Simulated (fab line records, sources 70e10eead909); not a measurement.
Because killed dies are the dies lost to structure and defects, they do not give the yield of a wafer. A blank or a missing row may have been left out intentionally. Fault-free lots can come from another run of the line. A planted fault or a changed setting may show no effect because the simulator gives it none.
A lot that was struck, set against a sound lot || flow nand-harc || 16 steps out of a route of 1302
Sound: the wafers L768.1, L768.4, L768.5. Struck: wafer L777.1. (L777.5, L777.6 of the same lot were not struck and are left out.) The cause comes at the end.
At each step with rows: each side's tool, then ch and its chambers, then its first start. Under that, the readings that differ: sound wafers || struck wafers || difference of the means || sigmas: that difference in standard deviations of wafers without a fault.
alike: readings whose means differ by less than 2 such deviations, and words and numbers that are the same on both sides. not compared: withheld readings, readings that some wafer has no value for, bounds like >300 that may hide the same value, and numbers for which the record gives no deviation and whose values overlap.
A row with sigmas, a row that says differs or no value, or rows on one side alone: a step with any of these is where the two part. Numbers that have no deviation but don't overlap get no sigmas and don't part them. A reading that every wafer of one side lacks parts them only if that side has two wafers or more.

NHARC_A_ONON_D2_THK_MEAS_08: measures by ellipsometry.
  sound on film-metro-01 at day 12 12:07; struck on film-metro-01 at day 15 22:46
{"reading": "thk-nm (nm)", "sound": "1008 1010 1010", "struck": 983, "difference": -26, "sigmas": -2}
after that, 1 step with no rows for these wafers: NHARC_A_ONON_D2_DEP_09 (target thk 1000 nm).
NHARC_A_ONON_D2_THK_MEAS_11: measures by ellipsometry.
  sound on film-metro-01 at day 12 12:40; struck on film-metro-02 at day 15 23:20
  alike: thk-nm
after that, 1 step with no rows for these wafers: NHARC_A_ONON_D2_DEP_12 (target thk 1000 nm).
NHARC_A_ONON_D2_THK_MEAS_14: measures by ellipsometry.
  sound on film-metro-01 at day 12 13:14; struck on film-metro-01 at day 15 23:54
  alike: thk-nm
then, 2 steps without rows for these wafers: NHARC_A_ONON_D2_ANNEAL_15 (time 3600 s); NHARC_A_ONON_D2_DEP_16 (target thk 1000 nm).
NHARC_A_ONON_D2_THK_MEAS_18: measures by ellipsometry.
  sound on film-metro-01 at day 12 21:02; struck on film-metro-02 at day 16 09:03
  alike: thk-nm
after that, 1 step with no rows for these wafers: NHARC_A_ONON_D2_DEP_19 (target thk 1000 nm).
NHARC_A_ONON_D2_THK_MEAS_21: measures by ellipsometry.
  sound on film-metro-01 at day 12 21:36; struck on film-metro-01 at day 16 09:46
  alike: thk-nm
after that, 1 step with no rows for these wafers: NHARC_A_ONON_D2_DEP_22 (target thk 1000 nm).
NHARC_A_ONON_D2_THK_MEAS_24: measures by ellipsometry.
  sound on film-metro-01 at day 12 22:10; struck on film-metro-02 at day 16 10:20
  alike: thk-nm
NHARC_A_ONON_D2_DEP_25: target thk 1000 nm.
  sound on pecvd-onon-02 ch 0, day 12 22:13; struck on pecvd-onon-04 ch 0, day 16 10:23
NHARC_A_ONON_D2_THK_MEAS_27: measures by ellipsometry.
  sound on film-metro-01 at day 12 22:44; struck on film-metro-02 at day 16 10:54
{"reading": "thk-nm (nm)", "sound": "994 993 994", "struck": 1246, "difference": "+252", "sigmas": "+23"}
after that, 1 step with no rows for these wafers: NHARC_A_ONON_D2_DEP_28 (target thk 1000 nm).
-- break in the record here, with 12 days between the starts of the struck wafers on either side (left off in module A_ONON_D2, picked up again in module END, where the first step shown is number 1302 on the route) --
NHARC_END_SORT_01:
  only the struck wafers appear in the record here, on prober-02 ch 0 at day 28 05:15; the sound ones have no rows

WHERE THEY PART
First at NHARC_A_ONON_D2_THK_MEAS_08; last, within this record, at NHARC_END_SORT_01.

WHY: what the simulator had put in
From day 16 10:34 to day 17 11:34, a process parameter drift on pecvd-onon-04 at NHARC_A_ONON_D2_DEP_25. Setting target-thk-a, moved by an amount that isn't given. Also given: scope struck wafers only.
